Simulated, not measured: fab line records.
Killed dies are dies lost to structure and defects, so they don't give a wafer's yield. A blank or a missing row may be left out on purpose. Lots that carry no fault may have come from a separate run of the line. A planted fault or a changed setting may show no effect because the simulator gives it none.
Matching of chambers | flow nand-harc | cmp-03 running NHARC_A_SGD_CUT_CMP_21: 4 sister chambers
The step polishes, target thk 148.19 nm. 4 wafers are shown with their chamber, then 8 later ones without.

== WAFERS PAIRED WITH THEIR CHAMBERS ==
wafer  | chamber | motor-current-A (A)
L077.6 | 1       | 12.5
L075.6 | 3       | 12.3
L083.6 | 2       | 11.5
L084.1 | 0       | 10.6

== WAFERS MISSING THEIR CHAMBER ==
wafer  | motor-current-A (A)
L084.2 | 11.9
L084.3 | 12.8
L091.1 | 12.4
L091.3 | 11.0
L091.6 | 11.5
L097.2 | 13.0
L097.3 | 11.1
L097.6 | 10.6

== CHAMBER TAKEN BY EACH ==
wafer  | from the rows above          | in truth
L084.2 | can't be placed: 2 or 3 or 1 | 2
L084.3 | can't be placed: 1 or 3      | 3
L091.1 | can't be placed: 1 or 3      | 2
L091.3 | can't be placed: 0 or 2      | 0
L091.6 | 2                            | 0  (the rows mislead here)
L097.2 | can't be placed: 1 or 3      | 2
L097.3 | can't be placed: 2 or 0      | 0
L097.6 | 0                            | 0
Placed correctly: 1 of 8. Can't be placed from these rows: 6 (the true chamber is among the candidates in 4). Wrongly placed: 1.
How it was worked out, from the rows above alone: a wafer's distance from a chamber is the root of the sum, over the readings, of the square of ((its reading less the chamber's mean) divided by the reading's scatter). The wafer belongs to the nearest chamber; if the next one is less than 2 further off, it can't be placed. Each chamber's mean is taken over the wafers shown for it. The scatter: root of mean squared gap, hidden wafer to nearest shown wafer, with one shown wafer a chamber.
